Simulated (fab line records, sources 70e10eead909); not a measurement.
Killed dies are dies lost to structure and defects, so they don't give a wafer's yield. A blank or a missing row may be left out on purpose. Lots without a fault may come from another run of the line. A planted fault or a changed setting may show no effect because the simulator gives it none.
fab line records | flow nand_harc
record lots=5 wafers=15 last_day=23
route steps=1159 shown A_M0@1007 END@1159
lots that met no fault: from a run of the same line without faults
start_h: hours from the record's first day to the start of the lot's first wafer shown | wait_h: hours since the lot's step before | " the same as in the row above | L1.1+2: a row that stands for several wafers | - no value, or no start given | * or withheld: withheld | < > ~ a bound
route shown NAME@n: a module of which the file shows steps, and the number in the route of the first | usual: mean/standard deviation of fault-free wafers | same: alike in all rows | chamber/n: place in a boat | sites: the reading at each site | _std_site: their standard deviation | _edge_site: outer sites' mean less inner sites' | radius_mm: how far each site lies from the wafer's centre | mask NAME#n: copy n | behind: the tool/chamber that last shaped the wafer | hold: why the lot was held/for how many hours/how that ended | device: the transistor (n, p or np) that didn't switch | end of line: the same wafers' tests at the end of the route | a step without rows: its recipe alone | killed: dies lost to structure and defects at the first sort, not the wafer's yield | map: a wafer's dies, x killed, . not, _ none there
set.NAME: the setting as run; set.NAME@STEP: as run at that earlier step | model.NAME: the simulator's own value behind a step, which no gauge read
lots at some steps of the route; a table a step, a row a wafer
services: from which hour (start_h, from the record's first day; less than 0 if before it) a tool's chamber was out of use, for how many hours, and why
## steps
# step NHARC_A_M0_DESCUM_14
# recipe time_s=3 o2_flow_sccm=200 ar_flow_sccm=0 bias_power_w=0 chemistry=O2
# usual drypump_motor_current_A=5.63/0.29 oes_product_au=0.999/0.01 rf_vpp_V=57.9/0.71 showerhead_plenum_p_Torr=1.94/0.082 throttle_valve_pct=11.311/0.0089
# columns lot.wafer tool chamber start_h wait_h drypump_motor_current_A oes_product_au rf_hours_counter_h rf_vpp_V showerhead_plenum_p_Torr throttle_valve_pct
L123.4 rie_diel-02 0 412.68 0.1 5.48 1.001 6 56.6 1.87 11.303
L123.3 " 1 " " 5.76 0.998 5 57.9 1.87 11.308
L123.2 " 3 " " 5.81 0.991 6 58.7 2.06 11.312
L122.4 rie_diel-02 1 416.91 0.1 5.80 1.007 5 57.9 1.87 11.300
L122.1 " 0 " " 5.49 1.018 6 57.9 1.87 11.295
L122.6 " 1 " " 5.76 1.009 - 57.3 1.87 11.316
L129.1 rie_diel-04 0 458.80 0.1 5.27 0.998 15 58.6 2.04 11.304
L129.4 " 1 " " 5.26 1.003 13 57.2 1.88 11.305
L129.6 " 3 " " 5.17 1.001 - 57.4 1.92 11.306
L130.2 rie_diel-04 0 487.99 0.1 5.36 0.999 0 57.5 2.04 11.303
L130.3 " 1 " " 5.21 1.010 0 57.7 1.88 11.307
L130.4 " 2 " " 6.47 0.992 0 58.3 1.99 11.308
L135.2 rie_diel-07 1 497.75 0.1 5.36 0.999 5 58.3 1.93 11.316
L135.4 " 2 " " 5.32 0.994 6 57.4 1.87 11.323
L135.5 " 1 " " 5.35 0.988 - 57.4 1.93 11.326
# step NHARC_A_M0_ETCH_34
# recipe target_depth_a=400 overetch_a=120 time_s=43.94 ion_energy_ev=200 n2_flow_sccm=150 h2_flow_sccm=150 ar_flow_sccm=0 rf_w=400 bias_w=150 chemistry=N2/H2
# usual bias_w=150.0/0.46 drypump_motor_current_A=5.7/0.3 oes_product_au=0.998/0.011 rf_vpp_V=431.1/2.6 showerhead_plenum_p_Torr=2.06/0.09 throttle_valve_pct=14.171/0.0087
# columns lot.wafer tool chamber start_h wait_h bias_w drypump_motor_current_A oes_product_au rf_hours_counter_h rf_vpp_V showerhead_plenum_p_Torr throttle_valve_pct
L123.2 rie_diel-02 3 412.77 0.1 150.4 5.9 0.995 6 433.7 2.20 14.163
L123.3 " 0 " " 149.7 5.5 1.005 6 429.2 1.99 14.172
L123.4 " 1 " " 149.9 5.7 1.002 5 429.8 1.99 14.170
L122.1 rie_diel-02 1 416.99 0.1 149.8 5.8 1.006 5 429.1 1.99 14.159
L122.4 " 3 " " 150.0 5.8 1.005 6 434.4 2.20 14.178
L122.6 " 2 " " 150.3 5.7 1.017 - 433.3 2.18 14.167
L129.4 rie_diel-04 0 458.88 0.1 150.3 5.4 1.005 15 435.3 2.18 14.179
L129.1 " 1 " " 149.9 5.3 1.017 13 429.5 2.01 14.151
L129.6 " 3 " " 149.8 5.2 1.000 - 430.5 2.05 14.165
L130.3 rie_diel-04 3 488.07 0.1 150.9 5.2 0.998 0 431.1 2.05 14.159
L130.2 " 1 " " 150.0 5.2 1.012 0 430.5 2.01 14.190
L130.4 " 2 " " 149.3 6.5 0.999 0 431.6 2.12 14.195
L135.2 rie_diel-07 0 497.84 0.1 149.4 6.1 0.979 5 426.9 1.91 14.171
L135.4 " 2 " " 149.2 5.3 0.999 6 429.8 1.99 14.168
L135.5 " 0 " " 149.5 6.1 0.986 - 428.4 1.91 14.186
# step NHARC_A_M0_ETCH_15
# recipe target_depth_a=1500 overetch_a=150 time_s=82.5 c4f8_flow_sccm=withheld ar_flow_sccm=400 rf_w=600 bias_w=300 chemistry=C4F8/Ar
# step NHARC_A_M0_CD_MEAS_16
# usual cd_nm=80.0/0.8
# columns lot.wafer tool chamber start_h wait_h cd_nm
L123.2 cd_sem-02 - 412.98 - 78.9
L123.3 " - " " 81.0
L123.4 " - " " 80.2
L122.1 cd_sem-02 - 417.21 - 81.0
L122.4 " - " " 80.2
L122.6 " - " " 79.0
L129.1 cd_sem-02 - 459.08 - 78.7
L129.4 " - " " 81.7
L129.6 " - " " 79.7
L130.2 cd_sem-03 - 488.29 - 80.4
L130.3 " - " " 81.5
L130.4 " - " " 81.1
L135.2 cd_sem-03 - 498.05 - 81.8
L135.4 " - " " 80.4
L135.5 " - " " 81.5
# step NHARC_A_M0_STRIP_18
# recipe power_w=1000 n2_flow_sccm=150 h2_flow_sccm=150 ar_flow_sccm=0 bias_w=0 chemistry=N2/H2
# step NHARC_A_M0_STRIP_19
# recipe time_s=600 temp_c=30 chemistry=post_etch_residue_remover
# step NHARC_A_M0_DEGAS_28
# recipe temp_c=250 time_s=60
# step NHARC_A_M0_PRE_CLEAN_29
# recipe time_s=30 temp_c=280 gas=H2/He
# step NHARC_A_M0_PVD_20
# recipe target_thk_a=50 bias_v=168.6 power_w=15000 chamber_pressure_pa=0.12 time_s=8.06 substrate_temp_c=50 material=TaN
# usual throttle_valve_pct=30.0/0.71
# columns lot.wafer tool chamber start_h wait_h throttle_valve_pct
L123.2 pvd_sputter-03 - - - 30.3
L123.4 " - " " 29.5
L123.3 " - " " 30.3
L122.1 pvd_sputter-01 - - - 29.2
L122.4 " - " " 29.5
L122.6 " - " " 29.3
L129.4 pvd_sputter-01 - - - 29.2
L129.1 " - " " 29.9
L129.6 " - " " 29.2
L130.4 pvd_sputter-02 - - - 31.7
L130.2 " - " " 29.6
L130.3 " - " " 31.5
L135.2 pvd_sputter-02 - - - 31.4
L135.4 " - " " 31.5
L135.5 " - " " 29.7
# step NHARC_A_M0_PVD_21
# recipe target_thk_a=300 chamber_pressure_pa=5 power_w=5000 substrate_temp_c=30 time_s=20.49 material=Cu
# usual throttle_valve_pct=30.0/0.65
# columns lot.wafer tool chamber start_h wait_h throttle_valve_pct
L123.2 pvd_sputter-03 - - - 29.7
L123.3 " - " " 29.9
L123.4 " - " " 30.3
L122.1 pvd_sputter-01 - - - 30.7
L122.4 " - " " 30.1
L122.6 " - " " 29.5
L129.4 pvd_sputter-01 - - - 29.8
L129.1 " - " " 29.4
L129.6 " - " " 29.7
L130.3 pvd_sputter-02 - - - 29.9
L130.4 " - " " 31.3
L130.2 " - " " 31.5
L135.2 pvd_sputter-02 - - - 30.1
L135.4 " - " " 29.7
L135.5 " - " " 30.3
# step NHARC_A_M0_ECD_22
# recipe target_thk_a=4000 bath_temp_c=25 material=Cu
# step NHARC_A_M0_ANNEAL_30
# recipe temp_c=225 time_s=90
# usual wafer_temp_C_max=225.71/0.25
# columns lot.wafer tool chamber start_h wait_h wafer_temp_C_max
L123.2 rtp_anneal-01 0 414.39 0.4 225.80
L123.3 " 0 " " 225.28
L123.4 " 0 " " 226.04
L122.1 rtp_anneal-02 0 418.56 0.3 226.12
L122.4 " 0 " " 225.90
L122.6 " 0 " " 225.85
L129.1 rtp_anneal-01 0 460.43 - 225.55
L129.4 " 0 " " 225.53
L129.6 " 0 " " 225.38
L130.2 rtp_anneal-02 0 489.69 - 225.70
L130.3 " 0 " " 225.74
L130.4 " 0 " " 225.74
L135.2 rtp_anneal-01 0 499.70 0.5 225.48
L135.4 " 0 " " 225.56
L135.5 " 0 " " 225.41
# step NHARC_A_M0_CMP_23
# recipe t_overpolish_s=20 target_thk_nm=113.75
# usual motor_current_A=12.0/1.3 retaining_ring_pressure_frac=1.000/0.005 slurry_filter_dp_kPa=13.50/0.13 time_to_endpoint_s=29.5/2.6
# columns lot.wafer tool chamber start_h wait_h motor_current_A retaining_ring_pressure_frac slurry_filter_dp_kPa time_to_endpoint_s
L123.3 cmp-03 2 414.68 - 12.2 0.992 13.46 26.3
L123.4 " 3 " " 9.8 1.000 13.26 31.3
L123.2 " 0 " " 14.0 1.008 13.38 27.3
L122.4 cmp-03 0 418.90 - 14.7 0.993 13.49 27.3
L122.1 " 2 " " 12.5 1.013 13.51 28.4
L122.6 " 1 " " 12.4 1.001 13.49 24.7
L129.4 cmp-01 1 460.78 - 12.3 1.013 13.58 24.9
L129.1 " 3 " " 11.4 0.995 13.44 25.0
L129.6 " 2 " " 11.4 0.993 13.48 24.6
L130.3 cmp-03 3 489.98 - 10.1 0.996 13.64 36.3
L130.2 " 1 " " 12.9 1.007 13.57 27.3
L130.4 " 2 " " 12.3 0.997 13.55 31.3
L135.2 cmp-01 3 499.99 - 12.9 1.006 13.49 37.3
L135.4 " 2 " " 12.0 0.999 13.62 27.4
L135.5 " 0 " " 12.2 0.996 13.44 29.6
# step NHARC_A_M0_THK_MEAS_24
# recipe thk_meas_gauge=xrf
# usual thk_nm=113.8/1.3
# columns lot.wafer tool chamber start_h wait_h thk_nm
L123.2 film_metro-01 - 414.99 - 113.6
L123.3 " - " " 113.3
L123.4 " - " " 114.8
L122.1 film_metro-01 - 419.22 - 112.1
L122.4 " - " " 112.6
L122.6 " - " " 110.7
L129.1 film_metro-01 - 461.10 - 111.3
L129.4 " - " " 113.3
L129.6 " - " " 113.8
L130.2 film_metro-01 - 490.30 - 114.3
L130.3 " - " " 114.0
L130.4 " - " " 113.7
L135.2 film_metro-02 - 500.30 - 116.0
L135.4 " - " " 113.3
L135.5 " - " " 114.2
# step NHARC_A_M0_SRD_25
# step NHARC_A_M0_INSPECT_27
# usual raw_defect_count=431/100
# columns lot.wafer tool chamber start_h wait_h raw_defect_count
L123.2 defect_inspect-01 - 415.15 0.0 567
L123.3 " - " " 806
L123.4 " - " " 536
L122.1 defect_inspect-01 - 419.37 0.0 308
L122.4 " - " " 450
L122.6 " - " " 478
L129.1 defect_inspect-01 - 461.26 0.0 417
L129.4 " - " " 462
L129.6 " - " " 383
L130.2 defect_inspect-01 - 490.46 0.0 383
L130.3 " - " " 443
L130.4 " - " " 326
L135.2 defect_inspect-01 - 500.47 0.0 3192
L135.4 " - " " 313
L135.5 " - " " 426
# step NHARC_A_M0_PRE_CLEAN_31
# recipe time_s=12 temp_c=370 rf_power_w=300 gas=NH3
# step NHARC_END_SORT_01
# recipe temp_c=25
# usual defect_limited_yield=95.4/1.3 killed_at_array=27/8 killed_at_other=0.8/1.2 killed_at_periphery=3.3/2.3 killed_dies=31/8.8 killed_open=3.2/2.1 killed_short=2.1/1.4 sort_bin_2_pct=1.4/0.55 sort_bin_3_pct=0.25/0.2 sort_bin_4_pct=2.9/0.92 sort_n_pass=646/8.8 sort_rim_yield_pct=95.5/2.7 sort_yield_pct=95.4/1.3
# same gross_dies=677 sort_bin_5_pct[%]=0 sort_bin_6_pct[%]=0 sort_bin_7_pct[%]=0 sort_bin_8_pct[%]=0 sort_rim_n_gross=106.00
# columns lot.wafer tool chamber start_h wait_h defect_limited_yield[%] killed_at_array killed_at_other killed_at_periphery killed_dies killed_open killed_short sort_bin_2_pct[%] sort_bin_3_pct[%] sort_bin_4_pct[%] sort_n_pass sort_rim_yield_pct[%] sort_yield_pct[%]
L123.2 prober-02 0 454.53 2.8 97.6 14 0 2 16 3 0 1.0 0 1.3 661 96.2 97.6
L123.3 prober-02 0 455.33 3.1 95.6 28 0 2 30 1 3 1.3 0.15 3.0 647 99.1 95.6
L123.4 prober-02 0 456.12 3.4 96.8 22 0 0 22 2 2 0.9 0.59 1.8 655 92.5 96.8
L122.1 prober-01 0 461.49 2.5 98.1 8 1 4 13 2 2 1.0 0.44 0.4 664 98.1 98.1
L122.4 prober-01 0 463.91 3.4 96.6 21 0 2 23 1 1 0.7 0.15 2.5 654 94.3 96.6
L122.6 prober-01 0 465.53 4.0 96.0 24 0 3 27 4 1 0.9 0.15 3.0 650 94.3 96.0
L129.1 prober-01 0 500.63 2.5 95.4 27 0 4 31 1 2 2.1 0.44 2.1 646 99.1 95.4
L129.4 prober-01 0 503.04 3.4 95.9 23 0 5 28 1 1 1.9 0.15 2.1 649 99.1 95.9
L129.6 prober-01 0 504.65 4.0 96.6 23 0 0 23 4 1 1.6 0 1.8 654 99.1 96.6
L130.2 prober-01 0 530.58 2.8 94.7 32 1 3 36 2 2 1.6 0.30 3.4 641 91.5 94.7
L130.3 prober-01 0 531.39 3.1 93.5 41 0 3 44 7 2 1.8 1.03 3.7 633 88.7 93.5
L130.4 prober-01 0 532.19 3.4 92.8 42 5 2 49 4 3 2.2 0.30 4.7 628 98.1 92.8
L135.2 prober-01 0 540.62 2.8 0 665 2 10 677 1 6 1.6 94.53 3.8 0 0 0
L135.4 prober-01 0 542.23 3.4 94.4 30 4 4 38 3 1 1.2 0.44 4.0 639 93.4 94.4
L135.5 prober-01 0 543.04 3.7 94.1 35 0 5 40 1 5 1.8 0.30 3.8 637 93.4 94.1
# killed by level:class
L123.2 A_CHANNEL_HOLE_D1:chamber_film_flake=10 P_M0:geometric_particle:open=1 P_M1:geometric_particle:open=1 A_CONTACT:geometric_particle:open=1 A_STAIRCASE:chamber_film_flake=1 A_SLIT:chamber_film_flake=1 A_CONTACT:chamber_film_flake=1
L123.3 A_CHANNEL_HOLE_D1:chamber_film_flake=12 A_STAIRCASE:chamber_film_flake=6 A_SLIT:chamber_film_flake=3 A_CONTACT:chamber_film_flake=3 A_WL_FILL:geometric_particle:short=2 P_M0:geometric_particle:short=1 A_CHANNEL_FILL_D1:geometric_particle:open=1 P_GATE:chamber_film_flake=1
L123.4 A_CHANNEL_HOLE_D1:chamber_film_flake=10 A_STAIRCASE:chamber_film_flake=5 A_ONON_D1:geometric_particle:short=2 A_CONTACT:chamber_film_flake=2 A_ONON_D1:geometric_particle:open=1 A_CONTACT:geometric_particle:open=1 A_SLIT:chamber_film_flake=1
L122.1 A_STAIRCASE:chamber_film_flake=4 P_STI:chamber_film_flake=2 P_CONTACT:geometric_particle:short=1 P_M0:geometric_particle:open=1 A_SGD_CUT:geometric_particle:short=1 A_WL_FILL:geometric_particle:open=1 A_SLIT:chamber_film_flake=1 A_BLC:chamber_film_flake=1
L122.4 A_SLIT:chamber_film_flake=8 A_STAIRCASE:chamber_film_flake=5 P_STI:chamber_film_flake=2 A_CHANNEL_HOLE_D1:chamber_film_flake=2 A_CONTACT:chamber_film_flake=2 A_WL_FILL:geometric_particle:short=1 A_M0:geometric_particle:open=1 A_CHANNEL_FILL_D1:chamber_film_flake=1
L122.6 A_SLIT:chamber_film_flake=10 A_STAIRCASE:chamber_film_flake=6 A_CONTACT:chamber_film_flake=2 A_CHANNEL_FILL_D1:geometric_particle:open=1 A_STAIRCASE:geometric_particle:short=1 A_SGD_CUT:geometric_particle:open=1 A_CONTACT:geometric_particle:open=1 A_BLC:geometric_particle:open=1
L129.1 A_CHANNEL_HOLE_D1:chamber_film_flake=19 P_ZERO_WELL:chamber_film_flake=3 A_CONTACT:chamber_film_flake=3 A_ZERO_WELL:chamber_film_flake=2 P_GATE:geometric_particle:short=1 A_CHANNEL_HOLE_D1:geometric_particle:open=1 A_WL_FILL:geometric_particle:short=1 A_WL_FILL:chamber_film_flake=1
L129.4 A_CHANNEL_HOLE_D1:chamber_film_flake=15 A_CONTACT:chamber_film_flake=6 P_ZERO_WELL:chamber_film_flake=2 P_CONTACT:geometric_particle:open=1 P_M0:geometric_particle:short=1 P_GATE:chamber_film_flake=1 A_ZERO_WELL:chamber_film_flake=1 A_STAIRCASE:chamber_film_flake=1
L129.6 A_CHANNEL_HOLE_D1:chamber_film_flake=12 A_CONTACT:chamber_film_flake=4 A_ONON_D1:geometric_particle:open=1 A_CHANNEL_HOLE_D1:geometric_particle:short=1 A_STAIRCASE:geometric_particle:open=1 A_WL_FILL:geometric_particle:open=1 A_M0:geometric_particle:open=1 A_STAIRCASE:chamber_film_flake=1
L130.2 A_CHANNEL_HOLE_D1:chamber_film_flake=11 A_SLIT:chamber_film_flake=10 A_STAIRCASE:chamber_film_flake=3 A_CONTACT:chamber_film_flake=3 A_M0:chamber_film_flake=2 P_GATE:geometric_particle:open=1 P_M0:geometric_particle:short=1 A_ONON_D1:geometric_particle:open=1
L130.3 A_CHANNEL_HOLE_D1:chamber_film_flake=17 A_SLIT:chamber_film_flake=11 A_CONTACT:chamber_film_flake=6 A_CHANNEL_FILL_D1:geometric_particle:open=3 A_ONON_D1:geometric_particle:short=2 P_STI:geometric_particle:open=1 P_M0:geometric_particle:open=1 A_SGD_CUT:geometric_particle:open=1
L130.4 A_CHANNEL_HOLE_D1:chamber_film_flake=18 A_SLIT:chamber_film_flake=10 A_CONTACT:chamber_film_flake=5 THIN_TSV:chamber_film_flake=5 A_M0:geometric_particle:open=2 P_CONTACT:geometric_particle:short=1 A_ONON_D1:geometric_particle:short=1 A_CHANNEL_FILL_D1:geometric_particle:short=1
L135.2 A_M0:area_cmp=636 A_CHANNEL_HOLE_D1:chamber_film_flake=10 P_M2:chamber_film_flake=5 A_M0:geometric_particle:short=4 A_M1:chamber_film_flake=4 A_CONTACT:chamber_film_flake=4 P_GATE:chamber_film_flake=3 A_SLIT:chamber_film_flake=3
L135.4 A_CHANNEL_HOLE_D1:chamber_film_flake=11 A_CONTACT:chamber_film_flake=8 A_SLIT:chamber_film_flake=4 THIN_TSV:chamber_film_flake=4 A_M1:chamber_film_flake=3 P_M2:chamber_film_flake=2 P_CONTACT:geometric_particle:open=1 A_CHANNEL_FILL_D1:geometric_particle:open=1
L135.5 A_CHANNEL_HOLE_D1:chamber_film_flake=15 A_CONTACT:chamber_film_flake=10 A_ONON_D1:geometric_particle:short=2 P_GATE:chamber_film_flake=2 P_M2:chamber_film_flake=2 A_SLIT:chamber_film_flake=2 A_M1:chamber_film_flake=2 A_CHANNEL_FILL_D1:geometric_particle:short=1
# map L135.2 (x killed, . not)
____________x____________
_________xxxxxxx_________
_______xxxxxxxxxxx_______
______xxxxxxxxxxxxx______
_____xxxxxxxxxxxxxxx_____
____xxxxxxxxxxxxxxxxx____
____xxxxxxxxxxxxxxxxx____
___xxxxxxxxxxxxxxxxxxx___
___xxxxxxxxxxxxxxxxxxx___
__xxxxxxxxxxxxxxxxxxxxx__
__xxxxxxxxxxxxxxxxxxxxx__
_xxxxxxxxxxxxxxxxxxxxxxx_
_xxxxxxxxxxxxxxxxxxxxxxx_
_xxxxxxxxxxxxxxxxxxxxxxx_
_xxxxxxxxxxxxxxxxxxxxxxx_
_xxxxxxxxxxxxxxxxxxxxxxx_
xxxxxxxxxxxxxxxxxxxxxxxxx
xxxxxxxxxxxxxxxxxxxxxxxxx
xxxxxxxxxxxxxxxxxxxxxxxxx
xxxxxxxxxxxxxxxxxxxxxxxxx
xxxxxxxxxxxxxxxxxxxxxxxxx
_xxxxxxxxxxxxxxxxxxxxxxx_
_xxxxxxxxxxxxxxxxxxxxxxx_
_xxxxxxxxxxxxxxxxxxxxxxx_
_xxxxxxxxxxxxxxxxxxxxxxx_
_xxxxxxxxxxxxxxxxxxxxxxx_
__xxxxxxxxxxxxxxxxxxxxx__
__xxxxxxxxxxxxxxxxxxxxx__
___xxxxxxxxxxxxxxxxxxx___
___xxxxxxxxxxxxxxxxxxx___
____xxxxxxxxxxxxxxxxx____
____xxxxxxxxxxxxxxxxx____
_____xxxxxxxxxxxxxxx_____
______xxxxxxxxxxxxx______
_______xxxxxxxxxxx_______
_________xxxxxxx_________
____________x____________
# map L129.1 (x killed, . not)
____________.____________
_________....x.._________
_______..........._______
______.............______
_____..............._____
____.................____
____.................____
___...................___
___..........x........___
__...................x.__
__.....................__
_...x........x.........._
_......................._
_......................._
_............x.........._
_......................._
............xx...x.......
.............xx.x..x.....
..............xx.x.......
.............xxxx........
.............x.x.........
_.............xx.x......_
_............x.........._
_................x......_
_......................._
_...............x......._
__.....................__
__.....................__
___.......x...........___
___............x......___
____..x..............____
____.................____
_____..............._____
______.............______
_______..........._______
_________......._________
____________.____________
## services
# columns tool chamber start_h hours kind
pvd_sputter-02 - 392.00 10.0 pm
rie_diel-04 - 393.66 0.3 repair
rie_diel-04 0 396.22 - clean
rie_diel-04 1 396.22 - clean
rie_diel-04 2 396.22 - clean
rie_diel-04 3 396.22 - clean
rie_diel-07 - 405.52 9.0 pm
rie_diel-02 0 410.20 - clean
rie_diel-02 1 410.20 - clean
rie_diel-02 2 410.20 - clean
rie_diel-02 3 410.20 - clean
rie_diel-04 0 420.72 - clean
rie_diel-04 1 420.72 - clean
rie_diel-04 2 420.72 - clean
rie_diel-04 3 420.72 - clean
rie_diel-02 0 434.70 - clean
rie_diel-04 3 435.95 5.2 repair
cmp-03 - 437.01 4.0 repair
pvd_sputter-03 - 440.19 3.5 repair
cmp-03 - 451.00 4.0 pm
rie_diel-07 1 452.43 3.9 repair
pvd_sputter-03 - 458.00 10.0 pm
rie_diel-04 - 466.22 9.0 pm
cmp-01 - 474.60 4.0 pm
## key
first_sign step=NHARC_A_M0_INSPECT_27 reading=raw_defect_count direction=up sigmas=27 usual=431 struck=3192
effect step=NHARC_END_SORT_01 reading=sort_bin_3_pct direction=up sigmas=99+ usual=0.25 struck=94.53
more_kills_born_at NHARC_A_M0_CMP_23@cmp-01=636
met_at NHARC_A_M0_CMP_23
struck_wafers L135.2
later_rows_left_out L135.2
onset_between 460.78 499.99
fault kind=process_parameter_drift tool=cmp-01 chamber=- onset_h=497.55 steps=NHARC_A_M0_CMP_23 channel=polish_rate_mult offset=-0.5 shape=step end_h=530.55 scope=struck_wafers_only
# later_rows_left_out: the simulator's readings of these wafers behind a module that went badly wrong aren't trusted and aren't shown, but for the sort
